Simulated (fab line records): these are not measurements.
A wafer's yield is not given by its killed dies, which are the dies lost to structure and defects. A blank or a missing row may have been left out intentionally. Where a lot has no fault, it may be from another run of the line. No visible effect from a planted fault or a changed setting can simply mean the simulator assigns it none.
Chamber matching ; flow n5-finfet ; N5_HKMG_FIN_ALD_91 on ald-metal-04 has 4 sister chambers
The step deposits TiN, target thk 1 nm, pulse time 1 s, purge time 3 s. 8 wafers are shown with their chamber, then 7 later ones without.

== WAFERS, EACH WITH ITS CHAMBER ==
wafer;chamber;heater-power-w (W);heater-power-outer-w (W)
L076.1;2;1084;638
L078.1;3;833;488
L078.2;1;786;511
L084.1;2;1068;647
L084.2;0;1050;623
L084.4;3;848;479
L085.2;0;1047;624
L085.5;1;805;512

== WAFERS WITHOUT THEIR CHAMBER ==
wafer;heater-power-w (W);heater-power-outer-w (W)
L085.6;1032;628
L089.4;1088;657
L089.5;1014;620
L089.6;800;520
L093.2;1050;611
L093.4;864;487
L093.6;775;511

== EACH ONE'S CHAMBER ==
wafer;from the rows above;in truth
L085.6;0;0
L089.4;2;2
L089.5;0;0
L089.6;1;1
L093.2;0;0
L093.4;3;3
L093.6;1;1
7 of 7 placed correctly. From these rows, 0 cannot be placed. Wrongly placed: 0.
How it was worked out, from the rows above alone: a wafer's distance from a chamber is the root of the sum, over the readings, of the square of ((its reading less the chamber's mean) divided by the reading's scatter). If the next closest chamber is less than 2 further off than the closest, the wafer can't be placed; otherwise it belongs to the closest. For every chamber, the mean is computed from those of its wafers that are shown. The scatter is the square root of a quotient: the sum, over the shown wafers, of each reading's squared deviation from its chamber's mean, divided by wafers minus chambers.
